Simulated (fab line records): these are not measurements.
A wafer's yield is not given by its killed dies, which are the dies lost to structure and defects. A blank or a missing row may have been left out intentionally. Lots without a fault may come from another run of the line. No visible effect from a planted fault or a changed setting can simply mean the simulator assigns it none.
fab line records    flow n5Finfet
record lots=24  wafers=72  lastDay=18
route steps=1938 shown BEOL_M9@1464 BEOL_M10@1506
lots that met no fault: taken from a fault-free run of the same line
startH: hours from the record's opening day to when the first of the lot's shown wafers began    waitH: time in hours since the lot's previous step    " repeats the value in the row above    L1.1+2: one row covering several wafers at once    - no value, or no start was given    * or withheld: withheld    < > ~ a bound
route shown NAME@n: NAME is a module with steps in the file, n the number in the route of the first one    usual: mean and standard deviation over wafers with no fault    same: alike in all rows    chamber/n: place in a boat    sites: the reading at each site    _std_site: standard deviation across them    _edge_site: outer sites' mean less inner sites'    radiusMm: for every site, how far away it sits from the centre of the wafer    mask NAME#n: copy n    behind: the tool/chamber that last shaped the wafer    hold: reason for holding the lot/hours on hold/outcome of the hold    device: whichever transistor did not switch (one of n, p or np)    end of line: the tests these same wafers got at the end of their route    where a step has no rows: the recipe by itself    killed: at the first sort, the dies lost to defects and structure; wafer yield is something else    map: a wafer's dies, marking killed ones x, the rest . and places with no die _
set.NAME: setting as actually run; set.NAME@STEP: the setting as run at that earlier step    model.NAME: the simulator's own value behind a step, which no gauge read
steps of the route over a sample of lots; a table a step, a row a wafer
services: a tool's chamber out of use, with start hour (startH, from the record's first day; less than 0 if before it), hours out, and reason
## steps
# step N5_BEOL_M9_CMP_52
# recipe stopOn=SiCOH_lowk  tOverpolishS=7  downForcePsi=1  platenRpm=50  clearingPlatenDownForcePsi=1.5  clearingPlatenRpm=50  postCmpClean=cuAlkaline  targetThkNm=140  clearingPlatenPadVelocityMS=0.99484  padVelocityMS=0.99484
# usual barrierFieldEndpointS=28.7/0.68  edgeZonePressureFrac=1.000/0.0051  motorCurrentA=6.1/0.68  overpolishRunS=7.000/0.0094  timeToEndpointS=65/3
lot.wafer  tool    chamber  startH  waitH  barrierFieldEndpointS  edgeZonePressureFrac  motorCurrentA  overpolishRunS  timeToEndpointS
L076.2     cmp-01  2        216.48  0.2    28.0                   0.997                 6.7            6.988           65
L076.1     "       0        "       "      28.3                   0.997                 5.3            6.995           65
L076.4     "       1        "       "      28.0                   1.002                 5.7            7.006           64
L074.3     cmp-03  2        219.46  0.2    27.3                   1.003                 6.8            7.016           64
L074.2     "       3        "       "      27.5                   1.001                 4.8            7.007           63
L074.4     "       0        "       "      28.9                   0.995                 6.2            6.996           67
L077.1     cmp-04  3        230.60  0.3    28.4                   1.005                 5.8            7.022           61
L077.4     "       2        "       "      29.3                   1.000                 6.2            6.998           70
L077.6     "       0        "       "      28.2                   0.993                 6.6            7.007           63
L075.3     cmp-03  2        231.14  0.2    27.7                   1.005                 7.1            6.995           61
L075.4     "       3        "       "      28.5                   1.001                 4.7            6.984           64
L075.5     "       2        "       "      28.4                   1.001                 7.2            7.006           58
L078.3     cmp-04  0        237.03  0.3    29.4                   0.997                 6.6            6.985           66
L078.5     "       1        "       "      30.3                   0.998                 5.3            6.996           69
L078.6     "       2        "       "      29.1                   1.001                 5.9            6.989           67
L079.1     cmp-03  0        245.91  0.3    28.2                   1.008                 6.5            6.994           69
L079.2     "       2        "       "      27.4                   1.000                 7.3            6.995           63
L079.6     "       3        "       "      28.6                   0.995                 5.0            7.011           67
L082.4     cmp-03  1        258.57  0.4    29.3                   1.000                 5.7            7.002           69
L082.5     "       2        "       "      28.0                   1.003                 7.2            7.006           60
L082.6     "       3        "       "      28.7                   0.990                 4.6            6.980           64
L081.4     cmp-03  1        260.02  1.0    30.8                   0.997                 5.9            7.009           75
L081.2     "       0        "       "      29.6                   1.006                 6.3            7.012           72
L081.5     "       2        "       "      29.3                   1.002                 6.7            6.988           65
L083.1     cmp-04  2        263.18  0.3    29.8                   1.003                 6.3            6.998           69
L083.2     "       3        "       "      28.1                   1.000                 6.0            7.002           64
L083.6     "       2        "       "      29.7                   0.999                 6.2            7.001           70
L080.2     cmp-04  0        266.37  0.2    28.4                   0.994                 6.8            7.001           63
L080.1     "       1        "       "      28.9                   0.995                 5.6            6.994           68
L080.4     "       3        "       "      29.3                   1.005                 6.2            7.002           64
L084.3     cmp-04  1        271.90  0.2    29.8                   0.992                 5.6            6.997           71
L084.5     "       1        "       "      30.0                   0.994                 5.3            7.010           68
L084.6     "       2        "       "      29.5                   0.995                 5.9            7.010           68
L085.1     cmp-04  3        282.69  0.3    27.5                   1.014                 5.8            7.012           67
L085.3     "       1        "       "      28.6                   0.998                 5.3            6.992           68
L085.5     "       0        "       "      28.2                   1.005                 6.6            7.005           66
L086.2     cmp-03  1        298.59  0.2    28.4                   0.998                 5.3            6.997           65
L086.1     "       2        "       "      27.8                   0.995                 7.2            6.992           64
L086.3     "       0        "       "      28.8                   1.002                 6.4            7.000           67
L087.1     cmp-04  3        302.23  0.5    28.2                   0.991                 6.0            7.003           65
L087.4     "       1        "       "      28.8                   1.003                 5.3            7.000           67
L087.3     "       2        "       "      29.6                   0.991                 5.7            7.004           68
L088.1     cmp-03  0        306.06  0.3    28.6                   0.997                 6.4            7.002           69
L088.4     "       3        "       "      28.4                   0.999                 4.7            6.985           64
L088.5     "       0        "       "      28.6                   0.998                 6.6            6.995           65
L090.4     cmp-04  3        308.84  0.1    28.3                   1.005                 5.9            6.994           66
L090.3     "       2        "       "      29.4                   0.999                 5.9            7.005           69
L090.6     "       0        "       "      29.5                   1.003                 6.9            7.008           66
L091.2     cmp-01  0        315.97  0.3    28.2                   1.000                 5.5            6.999           62
L091.3     "       2        "       "      28.1                   1.009                 6.7            7.004           60
L091.6     "       0        "       "      27.7                   0.994                 5.3            6.992           60
L089.3     cmp-03  0        319.59  0.2    28.7                   0.996                 6.5            6.989           65
L089.5     "       0        "       "      29.4                   0.987                 6.4            7.019           67
L089.6     "       1        "       "      30.6                   0.993                 5.5            7.006           70
L092.3     cmp-04  2        324.35  0.2    28.4                   0.998                 6.3            7.009           67
L092.2     "       3        "       "      27.1                   0.998                 5.7            6.997           62
L092.4     "       0        "       "      27.9                   0.998                 6.6            7.011           65
L094.4     cmp-04  2        328.16  0.1    28.9                   1.000                 6.1            6.988           64
L094.1     "       3        "       "      28.1                   1.001                 6.1            7.000           61
L094.2     "       0        "       "      28.1                   0.997                 6.9            6.994           66
L093.2     cmp-04  3        330.87  0.2    28.4                   1.003                 5.9            6.996           63
L093.1     "       1        "       "      29.1                   0.998                 5.5            7.015           65
L093.4     "       2        "       "      29.4                   1.006                 5.8            7.007           65
L095.3     cmp-04  3        341.74  0.2    27.5                   0.997                 6.5            7.005           58
L095.2     "       0        "       "      28.9                   1.009                 6.7            7.005           66
L095.4     "       2        "       "      29.5                   0.990                 6.3            6.977           64
L096.3     cmp-04  1        356.64  0.2    28.1                   0.995                 5.5            7.007           64
L096.5     "       3        "       "      28.8                   0.996                 6.0            7.008           63
L096.6     "       0        "       "      28.9                   1.005                 6.8            6.992           65
L097.1     cmp-01  1        361.70  0.3    28.5                   0.998                 6.1            7.009           61
L097.4     "       3        "       "      28.3                   1.001                 6.3            7.012           66
L097.5     "       1        "       "      27.9                   1.003                 5.9            7.000           62
# step N5_BEOL_M9_DEP_56
# recipe material=SiCN  targetThkA=150  tempC=withheld  precursor=3MS/NH3  pressureTorr=3  rfW=202  timeS=26.5
# usual rfFwdPowerW=200.0/0.85  showerheadPlenumPTorr=3.670/0.016  throttleValvePct=9.1/0.3
lot.wafer  tool      chamber  startH  waitH  rfFwdPowerW  showerheadPlenumPTorr  throttleValvePct
L076.1     pecvd-02  0        216.84  0.0    200.1        3.664                  9.6
L076.2     "         1        "       "      198.7        3.661                  8.7
L076.4     "         1        "       "      199.0        3.662                  8.4
L074.2     pecvd-04  0        219.82  0.0    199.7        3.669                  9.0
L074.3     "         2        "       "      200.4        3.662                  9.0
L074.4     "         0        "       "      199.9        3.684                  8.8
L077.1     pecvd-03  1        230.97  0.0    200.4        3.680                  9.0
L077.4     "         0        "       "      199.4        3.690                  9.2
L077.6     "         1        "       "      200.9        3.670                  8.8
L075.3     pecvd-03  1        231.53  0.0    201.3        3.669                  9.2
L075.4     "         0        "       "      200.6        3.689                  9.3
L075.5     "         1        "       "      200.8        3.667                  9.3
L078.3     pecvd-04  0        237.28  0.0    200.4        3.691                  8.9
L078.5     "         2        "       "      200.2        3.654                  9.3
L078.6     "         0        "       "      200.5        3.662                  9.0
L079.1     pecvd-04  1        246.23  0.0    199.5        3.665                  8.8
L079.2     "         2        "       "      199.9        3.659                  9.1
L079.6     "         0        "       "      198.4        3.664                  8.8
L082.4     pecvd-02  0        258.83  0.0    200.1        3.655                  9.5
L082.5     "         2        "       "      198.0        3.685                  9.6
L082.6     "         1        "       "      199.7        3.664                  8.6
L081.2     pecvd-03  1        260.38  0.0    200.6        3.678                  9.3
L081.4     "         2        "       "      200.0        3.642                  9.0
L081.5     "         1        "       "      200.3        3.679                  9.3
L083.1     pecvd-04  2        263.54  0.0    200.0        3.663                  9.1
L083.2     "         1        "       "      200.2        3.662                  9.2
L083.6     "         2        "       "      200.5        3.659                  9.6
L080.1     pecvd-04  1        266.72  0.0    199.1        3.662                  9.0
L080.2     "         2        "       "      200.0        3.663                  9.2
L080.4     "         1        "       "      199.0        3.678                  9.1
L084.3     pecvd-03  0        272.26  0.0    199.5        3.694                  9.5
L084.5     "         1        "       "      201.0        3.659                  9.2
L084.6     "         0        "       "      199.4        3.693                  9.5
L085.1     pecvd-02  1        283.05  0.0    199.6        3.659                  8.6
L085.3     "         0        "       "      199.0        3.656                  9.2
L085.5     "         1        "       "      199.3        3.667                  8.5
L086.1     pecvd-03  2        298.95  0.0    199.8        3.642                  8.5
L086.2     "         0        "       "      201.1        3.694                  9.4
L086.3     "         1        "       "      201.6        3.658                  9.3
L087.1     pecvd-03  1        302.58  0.0    199.6        3.668                  9.0
L087.3     "         0        "       "      200.4        3.693                  9.2
L087.4     "         0        "       "      200.4        3.697                  9.4
L088.1     pecvd-03  1        306.42  0.0    199.9        3.675                  9.3
L088.4     "         1        "       "      199.3        3.668                  9.2
L088.5     "         0        "       "      201.4        3.691                  9.1
L090.3     pecvd-03  1        309.19  0.0    200.0        3.667                  9.2
L090.4     "         2        "       "      199.3        3.639                  8.9
L090.6     "         0        "       "      200.4        3.682                  9.3
L091.2     pecvd-03  1        316.29  0.0    200.2        3.665                  9.3
L091.3     "         2        "       "      199.8        3.645                  8.6
L091.6     "         0        "       "      200.7        3.687                  9.5
L089.3     pecvd-02  0        319.95  0.0    198.8        3.658                  9.5
L089.5     "         2        "       "      199.3        3.680                  9.4
L089.6     "         0        "       "      198.5        3.668                  9.4
L092.2     pecvd-03  2        324.71  0.0    199.7        3.641                  9.0
L092.3     "         0        "       "      201.9        3.683                  9.5
L092.4     "         2        "       "      200.3        3.646                  8.6
L094.1     pecvd-03  1        328.52  0.0    200.9        3.668                  9.2
L094.2     "         2        "       "      199.5        3.646                  8.8
L094.4     "         0        "       "      201.8        3.698                  9.4
L093.1     pecvd-02  2        331.23  0.0    199.7        3.675                  9.2
L093.2     "         1        "       "      198.3        3.664                  8.7
L093.4     "         1        "       "      199.1        3.665                  8.6
L095.2     pecvd-03  0        342.10  0.0    201.2        3.692                  9.5
L095.3     "         1        "       "      199.4        3.673                  9.5
L095.4     "         1        "       "      199.4        3.677                  9.1
L096.3     pecvd-04  1        356.92  0.0    200.3        3.667                  9.0
L096.5     "         0        "       "      199.5        3.672                  8.6
L096.6     "         1        "       "      200.2        3.668                  9.4
L097.1     pecvd-04  0        362.01  0.0    201.1        3.672                  8.9
L097.4     "         1        "       "      199.6        3.670                  9.2
L097.5     "         0        "       "      200.7        3.676                  9.1
# step N5_BEOL_M9_INSPECT_58
# recipe inspectInstrument=darkfield  mode=postDep
# usual rawDefectCount=71/21
lot.wafer  tool              chamber  startH  waitH  rawDefectCount
L076.1     defectInspect-02  -        216.93  0.0    139
L076.2     "                 -        "       "      86
L076.4     "                 -        "       "      80
L074.2     defectInspect-02  -        219.92  0.0    68
L074.3     "                 -        "       "      42
L074.4     "                 -        "       "      60
L077.1     defectInspect-02  -        231.08  0.0    54
L077.4     "                 -        "       "      65
L077.6     "                 -        "       "      54
L075.3     defectInspect-01  -        231.63  0.0    103
L075.4     "                 -        "       "      77
L075.5     "                 -        "       "      55
L078.3     defectInspect-01  -        237.38  0.0    89
L078.5     "                 -        "       "      91
L078.6     "                 -        "       "      84
L079.1     defectInspect-02  -        246.33  0.0    82
L079.2     "                 -        "       "      93
L079.6     "                 -        "       "      77
L082.4     defectInspect-01  -        258.91  0.0    82
L082.5     "                 -        "       "      83
L082.6     "                 -        "       "      57
L081.2     defectInspect-01  -        260.48  0.0    93
L081.4     "                 -        "       "      104
L081.5     "                 -        "       "      67
L083.1     defectInspect-02  -        263.65  0.0    116
L083.2     "                 -        "       "      101
L083.6     "                 -        "       "      71
L080.1     defectInspect-01  -        266.82  0.0    85
L080.2     "                 -        "       "      90
L080.4     "                 -        "       "      74
L084.3     defectInspect-01  -        272.36  0.0    47
L084.5     "                 -        "       "      41
L084.6     "                 -        "       "      55
L085.1     defectInspect-01  -        283.15  0.0    81
L085.3     "                 -        "       "      48
L085.5     "                 -        "       "      36
L086.1     defectInspect-01  -        299.05  0.0    90
L086.2     "                 -        "       "      93
L086.3     "                 -        "       "      122
L087.1     defectInspect-01  -        302.68  0.0    86
L087.3     "                 -        "       "      93
L087.4     "                 -        "       "      68
L088.1     defectInspect-01  -        306.52  0.0    119
L088.4     "                 -        "       "      84
L088.5     "                 -        "       "      72
L090.3     defectInspect-01  -        309.29  0.0    59
L090.4     "                 -        "       "      105
L090.6     "                 -        "       "      57
L091.2     defectInspect-01  -        316.39  0.0    60
L091.3     "                 -        "       "      80
L091.6     "                 -        "       "      42
L089.3     defectInspect-01  -        320.05  0.0    74
L089.5     "                 -        "       "      89
L089.6     "                 -        "       "      90
L092.2     defectInspect-02  -        324.81  0.0    69
L092.3     "                 -        "       "      51
L092.4     "                 -        "       "      55
L094.1     defectInspect-02  -        328.61  0.0    91
L094.2     "                 -        "       "      64
L094.4     "                 -        "       "      46
L093.1     defectInspect-01  -        331.33  0.0    32
L093.2     "                 -        "       "      48
L093.4     "                 -        "       "      74
L095.2     defectInspect-01  -        342.20  0.0    75
L095.3     "                 -        "       "      58
L095.4     "                 -        "       "      73
L096.3     defectInspect-02  -        357.12  0.1    59
L096.5     "                 -        "       "      50
L096.6     "                 -        "       "      109
L097.1     defectInspect-02  -        362.11  0.0    42
L097.4     "                 -        "       "      53
L097.5     "                 -        "       "      42
# step N5_BEOL_M10_ETCH_65
# recipe chemistry=CF4  target=SiARC  targetDepthA=390  maskMaterial=CAR-ArF  timeS=65  ionEnergyEv=80  pressureMtorr=40  sourceW=545  biasW=36  Ar_flow_sccm=100  cf4FlowSccm=100  ends=cleared
# usual drypumpMotorCurrentA=5.6/0.38  etchRfOnTimeS=64.9/1.2  mfcArSccm=100.0/0.31  oesProductAu=0.67/0.063  rfFwdPowerW=538.6/2.7  rfVppV=184.3/1.2  showerheadPlenumPTorr=2.15/0.066  throttleValvePct=15.51/0.24
lot.wafer  tool        chamber  startH  waitH  drypumpMotorCurrentA  etchRfOnTimeS  mfcArSccm  oesProductAu  rfFwdPowerW  rfHoursCounterH  rfVppV  showerheadPlenumPTorr  throttleValvePct
L076.1     rieDiel-04  0        219.94  0.0    5.9                   65.1           100.0      0.64          540.6        185              183.5   2.13                   15.54
L076.2     "           3        "       "      5.0                   63.3           99.8       0.76          540.9        50               186.3   2.26                   15.27
L076.4     "           1        "       "      5.4                   64.7           100.3      0.77          538.4        18               183.2   2.09                   15.04
L074.2     rieDiel-04  1        225.40  0.0    5.4                   66.2           99.3       0.76          541.8        20               182.5   2.09                   15.04
L074.3     "           3        "       "      5.0                   64.5           99.9       0.75          541.3        52               186.1   2.26                   15.28
L074.4     "           0        "       "      5.9                   66.2           99.6       0.63          534.6        188              184.3   2.13                   15.55
L077.1     rieDiel-04  3        236.33  0.0    5.0                   64.6           99.9       0.75          537.8        55               185.7   2.25                   15.29
L077.4     "           2        "       "      5.7                   63.6           100.5      0.63          538.7        196              185.3   2.22                   15.82
L077.6     "           2        "       "      5.7                   63.3           100.4      0.63          539.2        -                184.9   2.22                   15.83
L075.3     rieDiel-05  0        237.15  0.0    5.6                   65.7           100.2      0.70          540.8        69               186.8   2.25                   15.52
L075.4     "           2        "       "      5.8                   64.7           100.0      0.59          540.0        215              184.3   2.20                   15.36
L075.5     "           3        "       "      5.7                   65.9           99.7       0.59          536.8        -                185.1   2.12                   15.61
L078.3     rieDiel-04  2        241.91  0.0    5.7                   63.6           100.3      0.63          537.0        198              184.1   2.22                   15.82
L078.5     "           1        "       "      5.4                   65.8           100.4      0.75          539.2        -                184.1   2.08                   15.04
L078.6     "           2        "       "      5.7                   63.9           99.7       0.62          535.8        -                184.8   2.22                   15.84
L079.1     rieDiel-04  1        249.90  0.0    5.4                   66.1           100.3      0.74          541.8        30               183.7   2.08                   15.06
L079.2     "           3        "       "      5.0                   64.1           100.4      0.74          541.1        62               185.9   2.25                   15.30
L079.6     "           0        "       "      5.9                   65.6           100.2      0.63          537.9        -                183.7   2.12                   15.58
L082.4     rieDiel-02  2        263.70  0.0    6.6                   66.0           99.7       0.63          533.0        183              181.3   2.05                   15.55
L082.5     "           2        "       "      6.5                   65.5           99.7       0.63          536.0        -                183.5   2.05                   15.55
L082.6     "           3        "       "      5.4                   65.7           100.5      0.72          540.9        -                184.5   2.10                   15.68
L081.2     rieDiel-02  0        264.53  0.0    5.4                   65.6           99.8       0.65          540.0        143              184.8   2.15                   15.49
L081.4     "           2        "       "      6.6                   65.3           99.7       0.62          532.9        183              182.5   2.05                   15.55
L081.5     "           1        "       "      5.4                   63.5           100.5      0.74          542.5        -                185.4   2.19                   15.59
L083.1     rieDiel-02  2        267.75  0.0    6.6                   66.0           99.8       0.62          535.5        185              183.5   2.04                   15.54
L083.2     "           0        "       "      5.4                   65.5           100.3      0.65          536.6        144              183.4   2.15                   15.48
L083.6     "           0        "       "      5.4                   65.7           100.6      0.66          537.2        -                184.5   2.15                   15.48
L080.1     rieDiel-05  1        270.61  0.0    5.4                   62.9           100.0      0.78          539.4        28               184.0   2.10                   15.50
L080.2     "           3        "       "      5.7                   66.3           99.9       0.58          540.5        240              183.6   2.12                   15.64
L080.4     "           2        "       "      5.8                   64.6           100.1      0.58          541.6        228              185.0   2.20                   15.38
L084.3     rieDiel-05  3        276.97  0.0    5.7                   66.5           100.1      0.58          540.2        241              183.7   2.12                   15.65
L084.5     "           3        "       "      5.7                   66.5           100.4      0.58          542.0        -                183.1   2.12                   15.64
L084.6     "           2        "       "      5.8                   64.7           99.8       0.58          542.2        -                185.1   2.20                   15.40
L085.1     rieDiel-02  2        286.14  0.0    6.6                   66.3           100.0      0.61          533.2        191              184.0   2.04                   15.58
L085.3     "           3        "       "      5.5                   65.5           100.1      0.71          540.2        78               181.9   2.10                   15.71
L085.5     "           3        "       "      5.5                   65.5           100.0      0.72          540.3        -                182.5   2.10                   15.70
L086.1     rieDiel-04  0        304.22  0.0    5.9                   65.6           100.2      0.62          534.4        216              182.7   2.12                   15.61
L086.2     "           3        "       "      5.0                   63.3           100.3      0.72          543.4        81               186.4   2.25                   15.33
L086.3     "           2        "       "      5.7                   62.3           100.0      0.62          537.7        219              184.4   2.21                   15.89
L087.1     rieDiel-04  1        306.98  0.0    5.4                   64.9           100.0      0.72          538.0        50               184.4   2.08                   15.10
L087.3     "           0        "       "      5.9                   65.9           99.7       0.61          533.8        217              183.8   2.12                   15.59
L087.4     "           2        "       "      5.7                   63.2           100.3      0.61          536.0        220              185.0   2.21                   15.88
L088.1     rieDiel-05  0        310.21  0.0    5.5                   64.5           99.8       0.69          533.5        96               185.5   2.24                   15.56
L088.4     "           0        "       "      5.6                   65.4           100.4      0.69          535.6        -                187.0   2.24                   15.57
L088.5     "           2        "       "      5.8                   65.1           99.5       0.58          543.0        -                186.1   2.19                   15.40
L090.3     rieDiel-02  0        312.72  0.0    5.4                   65.6           99.6       0.64          535.1        159              183.3   2.15                   15.50
L090.4     "           2        "       "      6.6                   65.6           99.8       0.61          534.2        -                182.2   2.04                   15.60
L090.6     "           1        "       "      5.4                   63.5           99.9       0.72          541.2        -                183.0   2.18                   15.63
L091.2     rieDiel-04  3        321.41  0.0    5.0                   64.7           100.0      0.72          543.6        88               185.4   2.24                   15.36
L091.3     "           1        "       "      5.4                   65.4           100.1      0.72          536.2        55               183.5   2.07                   15.12
L091.6     "           2        "       "      5.7                   63.4           100.0      0.61          539.3        -                186.3   2.21                   15.89
L089.3     rieDiel-02  3        325.39  0.0    5.5                   67.0           99.8       0.69          541.3        87               182.4   2.09                   15.71
L089.5     "           3        "       "      5.5                   66.4           100.0      0.70          540.4        -                182.6   2.09                   15.73
L089.6     "           0        "       "      5.4                   66.9           100.3      0.63          538.0        -                184.1   2.14                   15.55
L092.2     rieDiel-04  2        329.99  0.0    5.7                   63.8           100.0      0.60          540.2        230              185.0   2.21                   15.89
L092.3     "           1        "       "      5.4                   65.8           99.9       0.71          538.5        59               184.5   2.07                   15.10
L092.4     "           3        "       "      5.0                   65.1           100.6      0.71          542.4        92               184.8   2.24                   15.36
L094.1     rieDiel-04  1        333.32  0.0    5.4                   65.7           100.1      0.70          539.1        60               183.4   2.07                   15.12
L094.2     "           2        "       "      5.7                   64.0           100.2      0.61          537.7        230              185.4   2.21                   15.90
L094.4     "           3        "       "      4.9                   64.9           100.3      0.70          539.0        93               185.8   2.24                   15.36
L093.1     rieDiel-05  1        335.28  0.0    5.4                   62.9           99.7       0.74          538.5        54               183.3   2.09                   15.56
L093.2     "           0        "       "      5.6                   64.4           100.4      0.69          538.2        108              185.0   2.24                   15.60
L093.4     "           0        "       "      5.6                   63.9           100.3      0.68          538.5        -                186.4   2.24                   15.61
L095.2     rieDiel-04  0        350.61  0.0    5.9                   65.5           100.3      0.60          537.0        231              184.5   2.11                   15.63
L095.3     "           2        "       "      5.7                   62.8           100.1      0.60          540.2        236              184.0   2.21                   15.92
L095.4     "           3        "       "      4.9                   65.4           100.1      0.69          540.6        98               185.7   2.24                   15.37
L096.3     rieDiel-04  3        361.32  0.0    4.9                   65.0           100.1      0.70          541.4        102              185.8   2.24                   15.37
L096.5     "           1        "       "      5.3                   65.5           99.7       0.70          537.3        -                185.1   2.07                   15.13
L096.6     "           2        "       "      5.7                   62.5           100.2      0.61          537.5        -                185.1   2.20                   15.91
L097.1     rieDiel-04  3        366.99  0.0    5.0                   64.1           100.2      0.70          540.9        103              185.6   2.24                   15.39
L097.4     "           2        "       "      5.7                   63.4           99.9       0.60          537.6        241              184.6   2.20                   15.92
L097.5     "           3        "       "      5.0                   64.2           100.7      0.70          539.8        -                186.2   2.24                   15.39
# step N5_BEOL_M10_OCD_MEAS_38
# usual trenchDepthNm=148.1/2
lot.wafer  tool    chamber  startH  waitH  trenchDepthNm
L076.1     ocd-01  -        220.40  -      146.8
L076.2     "       -        "       "      148.9
L076.4     "       -        "       "      146.7
L074.2     ocd-02  -        225.86  -      146.7
L074.3     "       -        "       "      150.1
L074.4     "       -        "       "      149.1
L077.1     ocd-02  -        236.79  -      148.0
L077.4     "       -        "       "      148.5
L077.6     "       -        "       "      147.7
L075.3     ocd-01  -        237.61  -      147.9
L075.4     "       -        "       "      146.8
L075.5     "       -        "       "      146.2
L078.3     ocd-01  -        242.38  -      150.4
L078.5     "       -        "       "      147.3
L078.6     "       -        "       "      148.3
L079.1     ocd-01  -        250.36  -      149.7
L079.2     "       -        "       "      152.0
L079.6     "       -        "       "      151.2
L082.4     ocd-02  -        264.16  -      146.0
L082.5     "       -        "       "      145.4
L082.6     "       -        "       "      145.4
L081.2     ocd-02  -        264.99  -      147.3
L081.4     "       -        "       "      147.1
L081.5     "       -        "       "      149.1
L083.1     ocd-01  -        268.20  -      147.3
L083.2     "       -        "       "      145.2
L083.6     "       -        "       "      144.6
L080.1     ocd-02  -        271.07  -      153.2
L080.2     "       -        "       "      148.2
L080.4     "       -        "       "      148.2
L084.3     ocd-02  -        277.43  -      146.8
L084.5     "       -        "       "      147.2
L084.6     "       -        "       "      147.7
L085.1     ocd-02  -        286.60  -      147.6
L085.3     "       -        "       "      146.8
L085.5     "       -        "       "      147.7
L086.1     ocd-01  -        304.68  -      146.0
L086.2     "       -        "       "      148.4
L086.3     "       -        "       "      148.9
L087.1     ocd-02  -        307.44  -      148.9
L087.3     "       -        "       "      148.7
L087.4     "       -        "       "      150.5
L088.1     ocd-01  -        310.66  -      148.3
L088.4     "       -        "       "      144.7
L088.5     "       -        "       "      145.4
L090.3     ocd-01  -        313.18  -      145.3
L090.4     "       -        "       "      147.3
L090.6     "       -        "       "      149.8
L091.2     ocd-02  -        321.87  -      149.9
L091.3     "       -        "       "      148.1
L091.6     "       -        "       "      150.3
L089.3     ocd-01  -        325.85  -      144.9
L089.5     "       -        "       "      144.1
L089.6     "       -        "       "      145.5
L092.2     ocd-02  -        330.45  -      147.9
L092.3     "       -        "       "      146.4
L092.4     "       -        "       "      148.1
L094.1     ocd-02  -        333.78  -      148.3
L094.2     "       -        "       "      149.5
L094.4     "       -        "       "      150.0
L093.1     ocd-01  -        335.74  -      151.5
L093.2     "       -        "       "      146.9
L093.4     "       -        "       "      147.5
L095.2     ocd-02  -        351.07  -      146.7
L095.3     "       -        "       "      148.8
L095.4     "       -        "       "      148.0
L096.3     ocd-01  -        361.78  -      148.8
L096.5     "       -        "       "      149.1
L096.6     "       -        "       "      150.6
L097.1     ocd-01  -        367.45  -      147.9
L097.4     "       -        "       "      147.0
L097.5     "       -        "       "      148.4
# step N5_BEOL_M10_CD_MEAS_35
# recipe targetCdNm=70  polarity=opening
# usual cdNm=69.6/0.67
lot.wafer  tool      chamber  startH  waitH  cdNm
L076.1     cdSem-03  -        220.55  0.0    69.5
L076.2     "         -        "       "      69.5
L076.4     "         -        "       "      69.3
L074.2     cdSem-02  -        226.02  0.0    68.4
L074.3     "         -        "       "      68.9
L074.4     "         -        "       "      68.6
L077.1     cdSem-02  -        236.94  0.0    70.0
L077.4     "         -        "       "      70.0
L077.6     "         -        "       "      70.2
L075.3     cdSem-03  -        237.88  0.0    68.9
L075.4     "         -        "       "      70.1
L075.5     "         -        "       "      69.3
L078.3     cdSem-01  -        242.53  0.0    69.5
L078.5     "         -        "       "      69.6
L078.6     "         -        "       "      68.9
L079.1     cdSem-02  -        250.51  0.0    69.7
L079.2     "         -        "       "      69.4
L079.6     "         -        "       "      70.0
L082.4     cdSem-02  -        264.32  0.0    69.7
L082.5     "         -        "       "      69.3
L082.6     "         -        "       "      69.3
L081.2     cdSem-03  -        265.14  0.0    69.7
L081.4     "         -        "       "      69.7
L081.5     "         -        "       "      69.5
L083.1     cdSem-03  -        268.36  0.0    68.5
L083.2     "         -        "       "      69.6
L083.6     "         -        "       "      69.8
L080.1     cdSem-03  -        271.22  0.0    69.9
L080.2     "         -        "       "      69.2
L080.4     "         -        "       "      69.4
L084.3     cdSem-02  -        277.59  0.0    69.3
L084.5     "         -        "       "      70.3
L084.6     "         -        "       "      70.8
L085.1     cdSem-01  -        286.75  0.0    69.9
L085.3     "         -        "       "      70.6
L085.5     "         -        "       "      70.8
L086.1     cdSem-03  -        304.83  0.0    70.2
L086.2     "         -        "       "      69.8
L086.3     "         -        "       "      69.8
L087.1     cdSem-03  -        307.59  0.0    69.9
L087.3     "         -        "       "      69.5
L087.4     "         -        "       "      69.0
L088.1     cdSem-02  -        310.83  0.0    70.5
L088.4     "         -        "       "      70.6
L088.5     "         -        "       "      70.7
L090.3     cdSem-03  -        313.33  0.0    70.8
L090.4     "         -        "       "      69.4
L090.6     "         -        "       "      70.1
L091.2     cdSem-02  -        322.02  0.0    69.8
L091.3     "         -        "       "      70.7
L091.6     "         -        "       "      69.9
L089.3     cdSem-01  -        326.02  0.0    69.4
L089.5     "         -        "       "      69.7
L089.6     "         -        "       "      69.4
L092.2     cdSem-02  -        330.62  0.0    70.2
L092.3     "         -        "       "      70.2
L092.4     "         -        "       "      69.2
L094.1     cdSem-03  -        333.93  0.0    69.5
L094.2     "         -        "       "      69.8
L094.4     "         -        "       "      68.5
L093.1     cdSem-01  -        335.89  0.0    69.3
L093.2     "         -        "       "      69.1
L093.4     "         -        "       "      69.2
L095.2     cdSem-03  -        351.23  0.0    68.8
L095.3     "         -        "       "      68.4
L095.4     "         -        "       "      69.3
L096.3     cdSem-03  -        361.93  0.0    69.3
L096.5     "         -        "       "      70.1
L096.6     "         -        "       "      70.6
L097.1     cdSem-01  -        367.60  0.0    68.6
L097.4     "         -        "       "      69.0
L097.5     "         -        "       "      68.4
## services
tool        chamber  startH  hours  kind
cmp-04      -        197.17  5.3    pm
cmp-03      -        204.80  1.4    repair
rieDiel-05  3        207.52  3.0    repair
pecvd-03    2        207.63  5.5    scheduledDown
pecvd-02    -        217.46  14.6   pm
cmp-04      -        219.11  0.3    repair
pecvd-04    1        220.31  5.5    scheduledDown
cmp-04      -        241.20  14.3   repair
cmp-01      -        255.04  5.6    pm
cmp-04      -        255.52  7.6    pm
pecvd-03    -        261.81  1.5    repair
cmp-01      -        262.95  15.5   pm
rieDiel-04  2        266.00  8.9    repair
cmp-03      -        298.82  4.0    pm
cmp-03      -        302.82  -      consumableReplace:conditioner
cmp-03      -        302.82  -      consumableReplace:pad
rieDiel-05  3        304.84  -      clean
rieDiel-02  3        307.91  13.1   repair
cmp-01      -        312.11  2.6    repair
rieDiel-05  1        337.55  4.0    repair
cmp-01      -        339.85  10.6   repair
cmp-03      -        341.90  4.8    pm
rieDiel-05  -        352.42  0.5    repair
cmp-03      -        353.14  18.4   pm
## key
fault none
